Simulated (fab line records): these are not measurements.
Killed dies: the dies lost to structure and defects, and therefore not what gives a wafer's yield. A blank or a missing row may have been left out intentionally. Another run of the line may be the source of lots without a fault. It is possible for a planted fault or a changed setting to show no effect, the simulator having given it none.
Lot-split experiment || flow n5-finfet || 21 wafers read across 7 lots, on a route 1938 steps long

SPLIT DETAILS
At N5_BEOL_M8_PECVD_70 (deposits SiO2 from TEOS/O2, target thk 20 nm, time 22.7 s), the setting temp-c was moved away from the recipe's 400 C on 4 of the 21 wafers read, by -3.5% to +3.6%. This setting was run at the recipe's value on the other wafers.

FROM THE SPLIT TO THE READING: what the file shows between them, 3 steps
- N5_BEOL_M8_HM_DEP_02: deposits TiN, target thk 20 nm
- N5_BEOL_M8_COAT_59: time 60 s, resist thk 100 nm
- N5_BEOL_M8_STRIP_80: strips in N2/H2, time 10 s

THE READING
SiO2_of_BEOL_M8_PECVD_70.thk-nm (the simulator's own value, which no gauge read), in nm, at N5_BEOL_M8_HM_STRIP_39 (strips TiN in peroxide tin strip, target depth 25 nm, time 158 s). The file does not state a usual value for it. Average 19.6 nm, standard deviation 0.34 nm, over the 17 wafers here run with the recipe.

{"wafer": "L074.1", "tool, chamber at the split": "pecvd-03, 0,1,2", "temp-c as run, C": 400, "against the recipe": "recipe", "SiO2_of_BEOL_M8_PECVD_70.thk-nm, nm": 19.4, "against lot-mates on the recipe": "-"}
{"wafer": "L074.4", "tool, chamber at the split": "pecvd-03, 0,1,2", "temp-c as run, C": 400, "against the recipe": "recipe", "SiO2_of_BEOL_M8_PECVD_70.thk-nm, nm": 19.6, "against lot-mates on the recipe": "-"}
{"wafer": "L074.5", "tool, chamber at the split": "pecvd-03, 0,1,2", "temp-c as run, C": 400, "against the recipe": "recipe", "SiO2_of_BEOL_M8_PECVD_70.thk-nm, nm": 19.6, "against lot-mates on the recipe": "-"}
{"wafer": "L078.3", "tool, chamber at the split": "pecvd-02, 1,0,2", "temp-c as run, C": 400, "against the recipe": "recipe", "SiO2_of_BEOL_M8_PECVD_70.thk-nm, nm": 19, "against lot-mates on the recipe": "-"}
{"wafer": "L078.4", "tool, chamber at the split": "pecvd-02, 1,0,2", "temp-c as run, C": 400, "against the recipe": "recipe", "SiO2_of_BEOL_M8_PECVD_70.thk-nm, nm": 20, "against lot-mates on the recipe": "-"}
{"wafer": "L078.6", "tool, chamber at the split": "pecvd-02, 1,0,2", "temp-c as run, C": 400, "against the recipe": "recipe", "SiO2_of_BEOL_M8_PECVD_70.thk-nm, nm": 19.8, "against lot-mates on the recipe": "-"}
{"wafer": "L082.3", "tool, chamber at the split": "pecvd-02, 0", "temp-c as run, C": 414.3, "against the recipe": "+3.6%", "SiO2_of_BEOL_M8_PECVD_70.thk-nm, nm": 17.6, "against lot-mates on the recipe": -1.6}
{"wafer": "L082.4", "tool, chamber at the split": "pecvd-02, 0,1", "temp-c as run, C": 400, "against the recipe": "recipe", "SiO2_of_BEOL_M8_PECVD_70.thk-nm, nm": 19.4, "against lot-mates on the recipe": "-"}
{"wafer": "L082.5", "tool, chamber at the split": "pecvd-02, 0,1", "temp-c as run, C": 400, "against the recipe": "recipe", "SiO2_of_BEOL_M8_PECVD_70.thk-nm, nm": 19, "against lot-mates on the recipe": "-"}
{"wafer": "L086.2", "tool, chamber at the split": "pecvd-02, 1,1,0", "temp-c as run, C": 400, "against the recipe": "recipe", "SiO2_of_BEOL_M8_PECVD_70.thk-nm, nm": 19, "against lot-mates on the recipe": "-"}
{"wafer": "L086.4", "tool, chamber at the split": "pecvd-02, 1,1,0", "temp-c as run, C": 400, "against the recipe": "recipe", "SiO2_of_BEOL_M8_PECVD_70.thk-nm, nm": 19.6, "against lot-mates on the recipe": "-"}
{"wafer": "L086.5", "tool, chamber at the split": "pecvd-02, 1,1,0", "temp-c as run, C": 400, "against the recipe": "recipe", "SiO2_of_BEOL_M8_PECVD_70.thk-nm, nm": 20.2, "against lot-mates on the recipe": "-"}
{"wafer": "L087.4", "tool, chamber at the split": "pecvd-02, 2", "temp-c as run, C": 400, "against the recipe": "recipe", "SiO2_of_BEOL_M8_PECVD_70.thk-nm, nm": 20, "against lot-mates on the recipe": "-"}
{"wafer": "L087.5", "tool, chamber at the split": "pecvd-02, 0,1", "temp-c as run, C": 385.8, "against the recipe": "-3.5%", "SiO2_of_BEOL_M8_PECVD_70.thk-nm, nm": 21.8, "against lot-mates on the recipe": "+1.8"}
{"wafer": "L087.6", "tool, chamber at the split": "pecvd-02, 0,1", "temp-c as run, C": 385.8, "against the recipe": "-3.5%", "SiO2_of_BEOL_M8_PECVD_70.thk-nm, nm": 21.6, "against lot-mates on the recipe": "+1.6"}
{"wafer": "L095.3", "tool, chamber at the split": "pecvd-04, 1,0", "temp-c as run, C": 400, "against the recipe": "recipe", "SiO2_of_BEOL_M8_PECVD_70.thk-nm, nm": 19.6, "against lot-mates on the recipe": "-"}
{"wafer": "L095.5", "tool, chamber at the split": "pecvd-04, 1,0", "temp-c as run, C": 400, "against the recipe": "recipe", "SiO2_of_BEOL_M8_PECVD_70.thk-nm, nm": 19.8, "against lot-mates on the recipe": "-"}
{"wafer": "L095.6", "tool, chamber at the split": "pecvd-04, 2", "temp-c as run, C": 394.7, "against the recipe": "-1.3%", "SiO2_of_BEOL_M8_PECVD_70.thk-nm, nm": 20.8, "against lot-mates on the recipe": "+1.1"}
{"wafer": "L093.1", "tool, chamber at the split": "pecvd-04, 1,0,1", "temp-c as run, C": 400, "against the recipe": "recipe", "SiO2_of_BEOL_M8_PECVD_70.thk-nm, nm": 19.6, "against lot-mates on the recipe": "-"}
{"wafer": "L093.3", "tool, chamber at the split": "pecvd-04, 1,0,1", "temp-c as run, C": 400, "against the recipe": "recipe", "SiO2_of_BEOL_M8_PECVD_70.thk-nm, nm": 19.8, "against lot-mates on the recipe": "-"}
{"wafer": "L093.5", "tool, chamber at the split": "pecvd-04, 1,0,1", "temp-c as run, C": 400, "against the recipe": "recipe", "SiO2_of_BEOL_M8_PECVD_70.thk-nm, nm": 19.8, "against lot-mates on the recipe": "-"}
Rows listing several chambers each stand for several wafers; the file does not say which wafer went through which chamber.

FIT RESULTS
A straight line over all 21 wafers: SiO2_of_BEOL_M8_PECVD_70.thk-nm changes by -0.592 nm for each +1% of temp-c; r = -0.93; the points scatter about the line by 0.34 nm.
The same after taking each lot's own level away (the mean of its wafers on the recipe; 21 wafers): -0.481 nm for each +1%; r = -0.92; scatter 0.3 nm.
According to that fit, moving temp-c by its largest amount changes the reading by 1.7 nm.
The span of the lots' own levels, 19.20 to 20.00 nm, comes to 2.3 times the standard deviation stated above.
So the lot-to-lot level changes the slope: the two fits differ.
Check: -1.76 nm against its lot-mates is what the line predicts for one of the wafers moved furthest among these (+3.6%) when that wafer is left out of the fit. Against them it came out at -1.6 nm.

THE OTHER SPLITS THESE WAFERS WENT THROUGH
Note: prior to the reading, these wafers also went through further splits. Each is held against what the fit with the lots' levels taken away leaves over:
{"other split on the same wafers": "N5_BEOL_M6_VIA_ETCH_34 time-s", "wafers away from the commonest value": 4, "r with SiO2_of_BEOL_M8_PECVD_70.thk-nm (lot level and that fit taken away)": "+0.23"}
{"other split on the same wafers": "N5_BEOL_M7_VIA_ETCH_34 source-w", "wafers away from the commonest value": 11, "r with SiO2_of_BEOL_M8_PECVD_70.thk-nm (lot level and that fit taken away)": -0.25}
{"other split on the same wafers": "N5_BEOL_M8_ILD_DEP_00 time-s", "wafers away from the commonest value": 11, "r with SiO2_of_BEOL_M8_PECVD_70.thk-nm (lot level and that fit taken away)": -0.35}

THE FILE'S OWN FIT
SiO2_of_BEOL_M8_PECVD_70.thk-nm changes by -0.487 nm for each +1% of temp-c, r = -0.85.
